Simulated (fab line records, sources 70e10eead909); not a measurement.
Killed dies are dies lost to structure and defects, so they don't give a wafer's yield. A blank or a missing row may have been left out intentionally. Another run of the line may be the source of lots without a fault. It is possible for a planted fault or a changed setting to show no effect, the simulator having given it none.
Comparing a struck lot with a sound one    flow nand-harc    16 steps out of a route of 1302
Sound: these wafers, L183.3, L183.5, L183.6. Struck: wafer L187.3. (L187.4, L187.5 of the same lot were not struck and are left out.) The cause comes at the end.
At each step with rows: each side's tool, then ch and its chambers, then its first start. Under that, the readings that differ: sound wafers    struck wafers    difference of the means    sigmas: that difference in standard deviations of wafers without a fault.
alike: a reading whose means differ by less than 2 such deviations, as well as words and numbers matching on both sides. not compared: withheld readings; readings where some wafer has no value; bounds like >300 that might hide an equal value; numbers whose values overlap and for which the record gives no deviation.
The two part at a step that has a row with sigmas, a row that says differs or no value, or rows on one side only. Numbers that don't overlap but have no deviation are shown without sigmas and don't part them. Lack of a reading on every wafer of one side parts them only where that side has two or more wafers.

NHARC_P_M2_ETCH_35: etches the open film in N2/H2, target depth 40 nm, overetch 12 nm, time 43.94 s.
  sound on rie-diel-13 ch 0,1,2, day 6 23:29; struck on rie-diel-12 ch 2, day 8 15:56
reading                          sound              struck  difference  sigmas
rf-vpp-V (V)                     432.0 434.1 430.8  426.7   -5.6        -2
showerhead-plenum-p-Torr (Torr)  2.13 2.20 2.06     1.90    -0.23       -3
  alike: drypump-motor-current-A, h2-flow-sccm, mfc-ar-sccm, oes-product-au, throttle-valve-pct
  not compared: rf-hours-counter-h
then, 1 step without rows for these wafers: NHARC_P_M2_ETCH_15 (etches the open film in C4F8/Ar, target depth 182.5 nm, time 91.2 s).
NHARC_P_M2_CD_MEAS_16:
  sound on cd-sem-03, day 7 00:11; struck on cd-sem-02, day 8 16:11
  alike: cd-nm
NHARC_P_M2_STRIP_18: strips in N2/H2.
  sound on rie-diel-10 ch 2,3, day 7 00:17; struck on rie-diel-10 ch 0, day 8 16:16
  alike: drypump-motor-current-A, h2-flow-sccm, mfc-ar-sccm, oes-product-au, rf-vpp-V, showerhead-plenum-p-Torr, throttle-valve-pct
  not compared: rf-hours-counter-h
then, 2 steps without rows for these wafers: NHARC_P_M2_ETCH_28 (etches the open film in CF4/N2, target depth 30 nm, time 72.99 s); NHARC_P_M2_STRIP_19 (strips in post etch residue remover, time 600 s).
NHARC_P_M2_DEGAS_29: time 60 s.
  sound on pvd-sputter-03, day 7 00:54; struck on pvd-sputter-02, day 8 16:54
  alike: heater-power-w
NHARC_P_M2_PRE_CLEAN_30: time 30 s.
  sound on pvd-sputter-03; struck on pvd-sputter-02
  alike: heater-power-w
then, 3 steps without rows for these wafers: NHARC_P_M2_PVD_20 (deposits TaN, target thk 5 nm, time 8.06 s); NHARC_P_M2_PVD_21 (deposits Cu, target thk 30 nm, time 20.49 s); NHARC_P_M2_ECD_22 (material Cu, target thk 400 nm).
NHARC_P_M2_ANNEAL_31: time 90 s.
  sound on rtp-anneal-01 ch 0, day 7 01:44; struck on rtp-anneal-02 ch 0, day 8 17:44
  alike: anneal-temp-c, wafer_temp_C_max
NHARC_P_M2_CMP_23: polishes, t overpolish 20 s, target thk 144.3 nm.
  sound on cmp-04 ch 0,1, day 7 02:01; struck on cmp-02 ch 0, day 8 18:01
reading                 sound           struck  difference  sigmas
time-to-endpoint-s (s)  27.7 28.6 28.1  19.1    -9.0        -4
  alike: motor-current-A
NHARC_P_M2_THK_MEAS_24: measures by xrf.
  sound on film-metro-01, day 7 02:18; struck on film-metro-01, day 8 18:19
reading      sound              struck  difference  sigmas
thk-nm (nm)  143.2 145.4 145.9  136.3   -8.5        -7
then, 1 step without rows for these wafers: NHARC_P_M2_SRD_25.
NHARC_END_SORT_01:
  the record has rows for the sound wafers here (prober-02 ch 0, day 24 23:33) and none for the struck ones

## WHERE THEY PART
Last at NHARC_END_SORT_01 as far as this record goes, first at NHARC_P_M2_ETCH_35.

WHY: what had been put in by the simulator
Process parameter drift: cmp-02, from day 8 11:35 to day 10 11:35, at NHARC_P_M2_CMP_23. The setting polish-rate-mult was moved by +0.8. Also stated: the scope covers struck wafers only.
